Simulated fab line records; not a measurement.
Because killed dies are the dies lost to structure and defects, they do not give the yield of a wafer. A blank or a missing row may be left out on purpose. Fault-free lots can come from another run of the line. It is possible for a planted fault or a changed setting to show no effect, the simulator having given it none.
The tool behind it: which one? | flow nand_harc | 12 lots with 36 wafers sampled at 4 steps, on a route of 1159 steps

== WHAT THE GAUGES SHOWED, per wafer ==
NHARC_A_M1_OVL_MEAS_10: pitch 240 nm.
lot  | measured     | on         | overlay_x_nm (nm)
L074 | day 18 08:08 | overlay-02 | -1.6 -1.1 -1.3
L079 | day 18 09:01 | overlay-02 | 0.4 0.1 0.6
L078 | day 18 10:24 | overlay-01 | 0.3 0.1 -0.2
L081 | day 19 08:50 | overlay-01 | 0.0 -0.7 0.1
L082 | day 19 11:05 | overlay-01 | -2.3 -1.3 -1.7
L084 | day 20 03:33 | overlay-01 | -0.2 -0.6 -0.3
L086 | day 20 17:46 | overlay-01 | 0.7 0.3 0.7
L089 | day 21 12:28 | overlay-01 | 0.1 0.3 0.4
L091 | day 22 00:15 | overlay-01 | 0.5 0.8 0.4
L092 | day 22 07:27 | overlay-01 | -1.6 -0.9 -1.1
L096 | day 22 23:53 | overlay-02 | -0.1 0.4 0.8
L097 | day 23 05:01 | overlay-01 | 0.3 -0.1 0.2

== EACH LOT AND THE TOOL THAT RAN IT (in order: tool; ch and the chambers of the sampled wafers; start) ==
lot  | NHARC_A_M0_ETCH_34                 | NHARC_A_M0_STRIP_18                | NHARC_A_M0_PVD_21
L074 | rie_diel-05 ch 1,3, day 18 04:11   | rie_diel-10 ch 0,1,3, day 18 04:30 | pvd_sputter-02, day 18 08:08 or earlier
L079 | rie_diel-10 ch 0,2,3, day 18 05:04 | rie_diel-03 ch 1,2, day 18 05:23   | pvd_sputter-01, day 18 09:01 or earlier
L078 | rie_diel-05 ch 0,3, day 18 06:14   | rie_diel-03 ch 0,1, day 18 06:47   | pvd_sputter-03, day 18 10:24 or earlier
L081 | rie_diel-10 ch 1,2,3, day 19 04:55 | rie_diel-10 ch 1,2,3, day 19 05:14 | pvd_sputter-03, day 19 08:50 or earlier
L082 | rie_diel-10 ch 1,2,3, day 19 07:13 | rie_diel-05 ch 0,1,3, day 19 07:34 | pvd_sputter-01, day 19 11:05 or earlier
L084 | rie_diel-05 ch 0,1,2, day 19 23:40 | rie_diel-10 ch 0,1,2, day 19 23:57 | pvd_sputter-03, day 20 03:33 or earlier
L086 | rie_diel-05 ch 0,3, day 20 13:56   | rie_diel-03 ch 1,2,3, day 20 14:16 | pvd_sputter-02, day 20 17:46 or earlier
L089 | rie_diel-05 ch 0,3, day 21 08:33   | rie_diel-10 ch 1,3, day 21 08:50   | pvd_sputter-02, day 21 12:28 or earlier
L091 | rie_diel-05 ch 0,1, day 21 20:08   | rie_diel-03 ch 2,3, day 21 20:25   | pvd_sputter-01, day 22 00:15 or earlier
L092 | rie_diel-10 ch 1,2,3, day 22 03:35 | rie_diel-03 ch 0,1, day 22 03:53   | pvd_sputter-02, day 22 07:27 or earlier
L096 | rie_diel-10 ch 0,1, day 22 19:56   | rie_diel-10 ch 0,1,2, day 22 20:19 | pvd_sputter-01, day 22 23:53 or earlier
L097 | rie_diel-10 ch 1,2,3, day 23 01:08 | rie_diel-05 ch 1,2, day 23 01:25   | pvd_sputter-02, day 23 05:01 or earlier
- NHARC_A_M0_ETCH_34: etches the open film in N2/H2, target depth 40 nm, overetch 12 nm, time 43.94 s.
- NHARC_A_M0_STRIP_18: strips in N2/H2.
- NHARC_A_M0_PVD_21: deposits Cu, target thk 30 nm, time 20.49 s.

== THE ANSWER, worked out from the rows above alone ==
Rule: what is usual is taken from the lots themselves. Put in order of their means at a reading, lots are off if they are a third of the lots or fewer, leave a main group of 4 or more, and stand apart from it by a gap of 3 or more times the standard deviation of the main group's means; of several such gaps the widest counts. Not used: any main group whose means are identical at the precision the tables above print for the reading. A lot without any number at a reading at which 4 lots or more have one is off too. All remaining lots with rows at the step are treated as sound.
Across all readings shown, no lot is off: no conclusion can be drawn from this.

== WHAT HAD BEEN PUT IN BY THE SIMULATOR ==
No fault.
